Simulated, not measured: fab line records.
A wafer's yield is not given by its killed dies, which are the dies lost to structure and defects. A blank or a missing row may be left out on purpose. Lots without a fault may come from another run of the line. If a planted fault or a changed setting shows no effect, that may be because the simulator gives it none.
Chamber matching :: flow n5 finfet :: ald sin-01 running N5_SDB_ALD_29: 4 sister chambers
The step deposits SiNx, target thk 30 nm, pulse time 1 s, ald cycles 600. 4 wafers are shown with their chamber, then 7 later ones without.

WAFERS, EACH WITH ITS CHAMBER
wafer: L080.6
chamber: 0
heater power w (W): 832

wafer: L081.3
chamber: 3
heater power w (W): 943

wafer: L081.4
chamber: 1
heater power w (W): 751

wafer: L089.4
chamber: 2
heater power w (W): 989

WAFERS WHOSE CHAMBER IS MISSING
wafer: L089.6
heater power w (W): 939

wafer: L090.2
heater power w (W): 838

wafer: L090.4
heater power w (W): 946

wafer: L090.5
heater power w (W): 814

wafer: L096.3
heater power w (W): 883

wafer: L096.4
heater power w (W): 964

wafer: L096.6
heater power w (W): 917

THE CHAMBER EACH PASSED THROUGH
wafer: L089.6
from the rows above: can't be placed: 3 or 2
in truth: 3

wafer: L090.2
from the rows above: 0
in truth: 0

wafer: L090.4
from the rows above: can't be placed: 3 or 2
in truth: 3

wafer: L090.5
from the rows above: can't be placed: 0 or 1
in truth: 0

wafer: L096.3
from the rows above: can't be placed: 0 or 3
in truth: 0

wafer: L096.4
from the rows above: can't be placed: 3 or 2
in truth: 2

wafer: L096.6
from the rows above: can't be placed: 3 or 2
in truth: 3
Correctly placed: 1 of 7. Not placeable from these rows: 6 (in 6, the candidates include the true chamber). 0 placed wrongly.
How it was worked out, from the rows above alone: a wafer's distance from a chamber is the root of the sum, over the readings, of the square of ((its reading less the chamber's mean) divided by the reading's scatter). If the next closest chamber is less than 2 further off than the closest, the wafer can't be placed; otherwise it belongs to the closest. For every chamber, the mean is computed from those of its wafers that are shown. The scatter (one wafer shown for each chamber): square how far every hidden wafer sits from the nearest shown wafer, average those squares and take the square root.
